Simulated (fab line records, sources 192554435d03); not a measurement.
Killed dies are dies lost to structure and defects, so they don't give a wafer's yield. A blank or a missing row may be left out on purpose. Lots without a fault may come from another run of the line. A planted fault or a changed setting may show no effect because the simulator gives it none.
A struck lot beside a sound one | flow n5_finfet | 47 steps out of a route of 1938
Sound: wafers L246.2, L246.4, L246.6. Struck: wafer L265.3. (L265.4 of the same lot was not struck and is left out.) The cause comes at the end.
At each step with rows: each side's tool, then ch and its chambers, then its first start. Under that, the readings that differ: sound wafers | struck wafers | difference of the means | sigmas: that difference in standard deviations of wafers without a fault.
alike: readings whose means differ by less than 2 such deviations, and words and numbers that are the same on both sides. not compared: withheld readings, readings that some wafer has no value for, bounds like >300 that may hide the same value, and numbers for which the record gives no deviation and whose values overlap.
The two part at a step that has a row with sigmas, a row that says differs or no value, or rows on one side only. Numbers that don't overlap but have no deviation are shown without sigmas and don't part them. A reading that every wafer of one side lacks parts them only if that side has two wafers or more.

N5_BEOL_M4_INSPECT_30: inspects for defects (brightfield).
  sound on defect_inspect-01, day 7 17:44; struck on defect_inspect-01, day 13 04:16
  alike: raw_defect_count
then, 11 steps without rows for these wafers: N5_BEOL_M4_DESCUM_33 (chemistry O2, time 7 s); N5_BEOL_M4_ETCH_77 (etches underlayer in N2/H2, target depth 6.5 nm, time 5.2 s); N5_BEOL_M4_ETCH_69 (etches SiARC in CF4, target depth 15.6 nm, time 26 s); N5_BEOL_M4_ALD_98 (deposits SiO2, target thk 2.5 nm, pulse time 1 s, co reactant pulse time 1 s); N5_BEOL_M4_ETCHBACK_99 (etches SiO2 in CHF3, target depth 5 nm, time 10.4 s); N5_BEOL_M4_ETCH_70 (etches SOC in N2/H2, target depth 80 nm, overetch 24 nm, time 130 s); N5_BEOL_M4_STRIP_71 (strips in N2/H2); N5_BEOL_M4_STRIP_78 (strips in N2/H2); N5_BEOL_M4_VIA_ETCH_34 (etches the open film in C4F6/O2, target depth 69.4 nm, time 65.9 s); N5_BEOL_M4_STRIP_83 (strips in C4F6/O2); N5_BEOL_M4_STRIP_36 (strips in N2/H2).
N5_BEOL_M4_TRENCH_ETCH_37: etches SiOC in C4F6/O2, target depth 55.555 nm, time 29.2 s.
  sound on rie_diel-06 ch 0,1,3, day 7 21:02; struck on rie_diel-04 ch 2, day 13 08:54
  reading                                    | sound             | struck | difference | sigmas
  oes_product_au (a.u.)                      | 0.83 0.96 0.82    | 1.12   | +0.25      | +3
  model.BEOL_M4.feature_depth_nm (nm)        | 54.2 54 55.4      | 75.8   | +21.3      |
  model.etch.depth_nm (nm)                   | 54.13 54.06 55.44 | 75.72  | +21.18     |
  model.TiN_of_BEOL_M4_HM_DEP_02.thk_nm (nm) | 17.4 17.8 18      | 16.8   | -0.9       |
  alike: C4F6_flow_sccm, drypump_motor_current_A, rf_vpp_V, showerhead_plenum_p_Torr, throttle_valve_pct
  not compared: rf_hours_counter_h
then, 2 steps without rows for these wafers: N5_BEOL_M4_ETCH_41 (etches SiCN in CH3F/O2, target depth 29.9 nm, time 52.5 s); N5_BEOL_M4_STRIP_97 (strips in N2/H2, time 10 s).
N5_BEOL_M4_OCD_MEAS_38:
  sound on ocd-01, day 7 21:11; struck on ocd-01, day 13 09:04
  reading              | sound          | struck | difference | sigmas
  trench_depth_nm (nm) | 53.4 54.3 55.7 | 76.2   | +21.7      | +18
then, 4 steps without rows for these wafers: N5_BEOL_M4_HM_STRIP_39 (strips TiN in peroxide tin strip, target depth 25 nm, time 158 s); N5_BEOL_M4_SRD_40 (time 30 s); N5_BEOL_M4_PRECLEAN_42 (cleans in residue remover, time 60 s); N5_BEOL_M4_SRD_43 (time 30 s).
N5_BEOL_M4_CD_MEAS_35: target cd 18 nm, target cd y 22.4 nm.
  sound on cd_sem-01, day 7 21:20; struck on cd_sem-02, day 13 09:13
  reading    | sound          | struck | difference | sigmas
  cd_nm (nm) | 18.2 17.9 17.4 | 18.6   | +0.8       | +2
then, 5 steps without rows for these wafers: N5_BEOL_M4_DEGAS_44 (time 60 s); N5_BEOL_M4_PRE_CLEAN_45 (time 30 s); N5_BEOL_M4_ALD_84 (deposits TaN, pulse time 2 s, purge time 3 s, co reactant purge time 2 s); N5_BEOL_M4_SURFACE_TREAT_85; N5_BEOL_M4_CVD_47 (deposits Co from CCTBA/H2, target thk 3 nm, time 223.8 s).
N5_BEOL_M4_SPUTTER_48: material Cu, target thk 4.5 nm, time 8.29 s.
  sound on pvd_sputter-03, day 7 22:26; struck on pvd_sputter-02, day 13 10:12
  alike: throttle_valve_pct
then, 2 steps without rows for these wafers: N5_BEOL_M4_ANNEAL_49 (time 240 s); N5_BEOL_M4_SPUTTER_79 (material Cu, target thk 4.5 nm, time 8.29 s).
N5_BEOL_M4_ANNEAL_80: time 240 s.
  sound on pvd_sputter-03, day 7 22:44; struck on pvd_sputter-02, day 13 10:30
  alike: heater_power_w
then, 2 steps without rows for these wafers: N5_BEOL_M4_SPUTTER_81 (material Cu, target thk 4.5 nm, time 8.29 s); N5_BEOL_M4_ANNEAL_82 (time 240 s).
N5_BEOL_M4_SPUTTER_86: material Cu, target thk 4.5 nm, time 8.29 s.
  sound on pvd_sputter-03, day 7 23:06; struck on pvd_sputter-02, day 13 10:52
  alike: throttle_valve_pct
then, 1 step without rows for these wafers: N5_BEOL_M4_ANNEAL_87 (time 240 s).
N5_BEOL_M4_SPUTTER_88: material Cu, target thk 4.5 nm, time 8.29 s.
  sound on pvd_sputter-03, day 7 23:19; struck on pvd_sputter-02, day 13 11:05
  alike: throttle_valve_pct
then, 6 steps without rows for these wafers: N5_BEOL_M4_ANNEAL_89 (time 240 s); N5_BEOL_M4_SPUTTER_90 (material Cu, target thk 4.5 nm, time 8.29 s); N5_BEOL_M4_ANNEAL_91 (time 240 s); N5_BEOL_M4_SPUTTER_92 (material Cu, target thk 4.5 nm, time 8.29 s); N5_BEOL_M4_ANNEAL_93 (time 240 s); N5_BEOL_M4_SPUTTER_94 (material Cu, target thk 4.5 nm, time 8.29 s).
N5_BEOL_M4_ANNEAL_95: time 240 s.
  sound on pvd_sputter-03, day 8 00:04; struck on pvd_sputter-02, day 13 11:49
  alike: heater_power_w
N5_BEOL_M4_CMP_52: polishes, stops on SiOC, t overpolish 6.8 s, target thk 40 nm.
  sound on cmp-02 ch 0,2, day 8 00:44; struck on cmp-04 ch 1, day 13 12:28
  reading                                | sound          | struck | difference | sigmas
  model.Cu_of_BEOL_M4_ECD_50.thk_nm (nm) | 37.8 37.2 39.6 | 59.6   | +21.4      |
  alike: barrier_field_endpoint_s, edge_zone_pressure_frac, motor_current_A, overpolish_run_s, time_to_endpoint_s
N5_BEOL_M4_THK_MEAS_53: measures by xrf.
  sound on film_metro-01, day 8 00:59; struck on film_metro-02, day 13 12:45
  reading     | sound          | struck | difference | sigmas
  M4_THK (nm) | 37.3 37.0 39.0 | 59.6   | +21.8      | +13
N5_BEOL_M4_RS_MEAS_58: measures by four-point-probe.
  sound on film_metro-02, day 8 01:15; struck on film_metro-01, day 13 13:04
  reading        | sound          | struck | difference | sigmas
  M4_RS (ohm/sq) | 0.72 0.73 0.68 | 0.41   | -0.30      | -8
N5_BEOL_M4_RC_MEAS_101:
  sound on prober-01 ch 0, day 8 01:27; struck on prober-02 ch 0, day 13 13:25
  reading                   | sound          | struck | difference | sigmas
  DIBL_P (mV/V)             | 33.5 33.5 34.1 | 37.8   | +4.1       | +2
  ION_N (uA/um)             | 666 665 656    | 692    | +30        | +2
  ION_P (uA/um)             | 457 456 456    | 474    | +18        | +2
  SERP_M4 (ohm/um)          | 194 219 220    | 121    | -90        | -5
  SERP_M4_max_site (ohm/um) | 207 235 226    | 127    | -96        | -5
  VT_N (mV)                 | 254 254 250    | 246    | -7         | -2
  alike: DIBL_N, IOFF_N, IOFF_P, SS_N, SS_P, VT_P
-- the record jumps here: 4 days lie between the struck wafers' starts before and after (it left off in module BEOL_M4 and takes up again in module PASSIVATION, whose first step shown is number 1936 of the route) --
N5_PASSIVATION_PROBE_49:
  sound on prober-01, day 12 09:02; struck on prober-01, day 17 21:24
  reading               | sound       | struck | difference | sigmas
  killed_at_front_end   | 72 48 43    | 34     | -20        | -2
  killed_open           | 106 74 88   | 59     | -30        | -3
  sort_bin_6_memory (%) | 4.2 4.3 4.1 | 2.5    | -1.7       | -3
  alike: defect_limited_yield, killed_at_M0_to_M3, killed_at_M4_up, killed_at_contacts, killed_at_other, killed_dies, killed_short, sort_bin_5_function, sort_bin_8_speed, sort_n_pass, sort_yield_pct

WHERE THEY PART
First at N5_BEOL_M4_TRENCH_ETCH_37; last, within this record, at N5_PASSIVATION_PROBE_49.

WHY: what the simulator had put in
Process parameter drift: rie_diel-04, from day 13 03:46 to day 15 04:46, at N5_BEOL_M4_TRENCH_ETCH_37. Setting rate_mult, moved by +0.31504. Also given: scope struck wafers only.
